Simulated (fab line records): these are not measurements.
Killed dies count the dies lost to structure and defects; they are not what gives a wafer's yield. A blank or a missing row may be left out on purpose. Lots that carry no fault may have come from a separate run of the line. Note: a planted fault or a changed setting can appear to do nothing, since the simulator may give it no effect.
Chamber matching | flow n5Finfet | N5_BEOL_M6_STRIP_36 on rieDiel-02: 4 sister chambers
The step strips in N2/H2. 4 wafers are shown with their chamber, then 11 later ones without.

WAFERS PAIRED WITH THEIR CHAMBERS
wafer  | chamber | showerheadPlenumPTorr (Torr)
L085.4 | 1       | 2.61
L086.2 | 2       | 2.68
L086.5 | 3       | 2.55
L089.1 | 0       | 2.45

WAFERS WITHOUT THEIR CHAMBER
wafer  | showerheadPlenumPTorr (Torr)
L089.4 | 2.45
L089.6 | 2.54
L091.2 | 2.67
L091.5 | 2.67
L091.6 | 2.60
L094.1 | 2.60
L094.4 | 2.67
L094.5 | 2.60
L092.4 | 2.60
L092.5 | 2.67
L092.6 | 2.60

THE CHAMBER EACH PASSED THROUGH
wafer  | from the rows above | in truth
L089.4 | 0                   | 0
L089.6 | 3                   | 3
L091.2 | 2                   | 2
L091.5 | 2                   | 2
L091.6 | 1                   | 1
L094.1 | 1                   | 1
L094.4 | 2                   | 2
L094.5 | 1                   | 1
L092.4 | 1                   | 1
L092.5 | 2                   | 2
L092.6 | 1                   | 1
11 of 11 placed correctly. Number that these rows cannot place: 0. Placed wrongly: 0.
How it was worked out, from the rows above alone: a wafer's distance from a chamber is the root of the sum, over the readings, of the square of ((its reading less the chamber's mean) divided by the reading's scatter). If the next closest chamber is less than 2 further off than the closest, the wafer can't be placed; otherwise it belongs to the closest. The mean given for a chamber averages the wafers shown for that chamber. The scatter (one wafer shown for each chamber): square how far every hidden wafer sits from the nearest shown wafer, average those squares and take the square root.
